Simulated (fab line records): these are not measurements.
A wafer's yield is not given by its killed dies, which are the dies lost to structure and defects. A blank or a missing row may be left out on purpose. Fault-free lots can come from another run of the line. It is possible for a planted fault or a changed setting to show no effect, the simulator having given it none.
Comparing a struck lot with a sound one || flow n5 finfet || 33 out of 1938 route steps
Sound: wafers L595.1, L595.3, L595.4. The struck wafers were L591.3, L591.4, L591.5. The cause is named last.
Per side, at each step with rows, come the tool, then ch with its chambers, and then its first start. Under that, the readings that differ: sound wafers || struck wafers || difference of the means || sigmas: that difference in standard deviations of wafers without a fault.
alike: words and numbers the same on both sides, and readings whose means are apart by under 2 such deviations; not compared: readings that were withheld, readings missing a value for some wafer, numbers with overlapping values and no deviation given by the record, and bounds like >300 which may hide the same value.
Wherever a step has rows on one side only, a row that says differs or no value, or a row with sigmas, the two part there. Numbers that don't overlap but have no deviation are shown without sigmas and don't part them. Lack of a reading on every wafer of one side parts them only where that side has two or more wafers.

first, 2 steps without rows for these wafers: N5_BEOL_M12_PRE_CLEAN_42 (time 30 s); N5_BEOL_M12_SPUTTER_43 (material TaN, target thk 15 nm, time 24.19 s).
N5_BEOL_M12_SPUTTER_44: material Ta, target thk 10 nm, time 16.13 s.
  sound on pvd sputter-01, day 15 18:29; struck on pvd sputter-03, day 14 21:13
  alike: throttle valve pct
then, 2 steps without rows for these wafers: N5_BEOL_M12_SPUTTER_45 (material Cu, target thk 80 nm, time 13.33 s); N5_BEOL_M12_ECD_47 (material Cu, target thk 720 nm).
N5_BEOL_M12_ANNEAL_48: time 90 s.
  sound on rtp anneal-02 ch 0, day 15 19:08; struck on rtp anneal-02 ch 0, day 14 21:40
  alike: anneal temp c max, wafer_temp_C_max
then, 1 step without rows for these wafers: N5_BEOL_M12_CMP_49 (polishes, stops on SiOC, t overpolish 20.6 s, target thk 320 nm).
N5_BEOL_M12_THK_MEAS_50: measures by xrf.
  sound on film metro-02, day 15 19:43; struck on film metro-01, day 14 22:10
  alike: M12_THK
then, 1 step without rows for these wafers: N5_BEOL_M12_PRE_CLEAN_52 (time 15 s).
N5_BEOL_M12_DEP_53: deposits SiCN from 3MS/NH3, target thk 30 nm, time 10.5 s.
  sound on pecvd-03 ch 1,2, day 15 19:48; struck on pecvd-03 ch 0,1,2, day 14 22:13
  alike: chamber pressure Torr, rf fwd power W, showerhead plenum p Torr, throttle valve pct
N5_BEOL_M12_RS_MEAS_54: the measuring method here is four-point-probe.
  sound on film metro-02, day 15 19:53; struck on film metro-01, day 14 22:17
  alike: M12_RS
N5_BEOL_M12_INSPECT_55: inspects for defects (darkfield).
  sound on defect inspect-02, day 15 19:54; struck on defect inspect-02, day 14 22:19
  alike: raw defect count
N5_BEOL_M13_ILD_DEP_00: deposits SiOC from DEMS/O2, target thk 837.92 nm, time 166.4 s.
  sound on pecvd-01 ch 1,2, day 15 19:56; struck on pecvd-02 ch 1,2, day 14 22:20
  no value came back on the struck wafers for any of 6 readings (chamber pressure Torr (Torr), heater power outer w (W) and others); on the sound wafers chamber pressure Torr (Torr) reads 5.007 4.997 5.009
then, 8 steps without rows for these wafers: N5_BEOL_M13_COAT_58 (time 60 s, resist thk 89 nm); N5_BEOL_M13_COAT_04 (resist thk 400 nm); N5_BEOL_M13_EBR_06; N5_BEOL_M13_SOFTBAKE_05 (time 60 s); N5_BEOL_M13_EXPOSE_07 (exposes mask V12); N5_BEOL_M13_PEB_08 (peb time 90 s); N5_BEOL_M13_DEVELOP_09 (develop time 45 s); N5_BEOL_M13_HARDBAKE_14 (time 120 s).
N5_BEOL_M13_CD_MEAS_10: the cd target is 190 nm.
  sound on cd sem-01 ch 0, day 15 20:31; struck on cd sem-02 ch 0, day 14 22:48
  alike: cd nm
N5_BEOL_M13_OVL_MEAS_11:
  sound on overlay-01 ch 0, day 15 20:33; struck on overlay-01 ch 0, day 14 22:50
  alike: V12_OVL
N5_BEOL_M13_INSPECT_12: inspects for defects (macro).
  sound on defect inspect-01, day 15 20:34; struck on defect inspect-02, day 14 22:51
  alike: raw defect count
N5_BEOL_M13_DESCUM_15: chemistry O2, time 7.9 s.
  sound on rie diel-03 ch 0,1,3, day 15 20:49; struck on rie diel-04 ch 0,1,3, day 14 22:53
  alike: drypump motor current A, oes product au, rf fwd power W, rf vpp V, showerhead plenum p Torr, temp c, throttle valve pct
  not compared: rf hours counter h
then, 1 step without rows for these wafers: N5_BEOL_M13_ETCH_59 (etches BARC in N2/H2, target depth 89 nm, overetch 26.7 nm, time 67.9 s).
N5_BEOL_M13_VIA_ETCH_16: etches SiOC in C4F8/O2/Ar, target depth 921.7 nm.
  sound on rie diel-03 ch 0,1,3, day 15 20:55; struck on rie diel-04 ch 0,1,3, day 14 22:58
{"reading": "oes product au (a.u.)", "sound": "0.75 0.61 0.77", "struck": "0.33 0.30 0.29", "difference": -0.40, "sigmas": -7}
{"reading": "rf fwd power W (W)", "sound": "2993 2990 2989", "struck": "2927 2924 2936", "difference": -62, "sigmas": -7}
{"reading": "model.etch.depth nm (nm)", "sound": "849.2 840 847.7", "struck": "0 0 0", "difference": -846, "sigmas": ""}
{"reading": "model.coat_of_BEOL_M13_COAT_04.thk nm (nm)", "sound": "67 71.4 64.6", "struck": "312.4 312.6 310.6", "difference": "+244.2", "sigmas": ""}
  alike: drypump motor current A, rf vpp V, showerhead plenum p Torr, throttle valve pct
N5_BEOL_M13_STRIP_63: strips in N2/H2.
  sound on plasma asher-01 ch 0,1, day 15 21:08; struck on plasma asher-02 ch 0,1, day 14 23:14
{"reading": "oes product au (a.u.)", "sound": "0.672 0.679 0.665", "struck": "0.871 0.867 0.872", "difference": "+0.198", "sigmas": "+43"}
{"reading": "strip time to endpoint s (s)", "sound": "26.8 28.1 26.0", "struck": "91.1 91.1 90.7", "difference": "+64.0", "sigmas": "+58"}
  alike: drypump motor current A, heater power w, temp c
  not compared: rf hours counter h
N5_BEOL_M13_STRIP_64: strips in N2/H2.
  sound on plasma asher-01 ch 0,1, day 15 21:12; struck on plasma asher-02 ch 0,1, day 14 23:17
  alike: drypump motor current A, heater power w, oes product au, strip time to endpoint s, temp c
  not compared: rf hours counter h
then, 2 steps without rows for these wafers: N5_BEOL_M13_STRIP_71 (strips in post etch residue remover, time 60 s); N5_BEOL_M13_SRD_72 (time 30 s, dry time 30 s).
N5_BEOL_M13_CD_MEAS_17: the cd target is 190 nm.
  sound on cd sem-03, day 15 21:21; struck on cd sem-02, day 14 23:25
{"reading": "cd nm (nm)", "sound": "193.4 193.1 192.1", "struck": "- - -", "difference": "no value on the struck wafers", "sigmas": ""}
then, 1 step without rows for these wafers: N5_BEOL_M13_COAT_65 (time 60 s, resist thk 350 nm).

## WHERE THEY PART
At N5_BEOL_M13_ILD_DEP_00 first; at N5_BEOL_M13_CD_MEAS_17 last (within this record only).

WHY: whatever the simulator had introduced
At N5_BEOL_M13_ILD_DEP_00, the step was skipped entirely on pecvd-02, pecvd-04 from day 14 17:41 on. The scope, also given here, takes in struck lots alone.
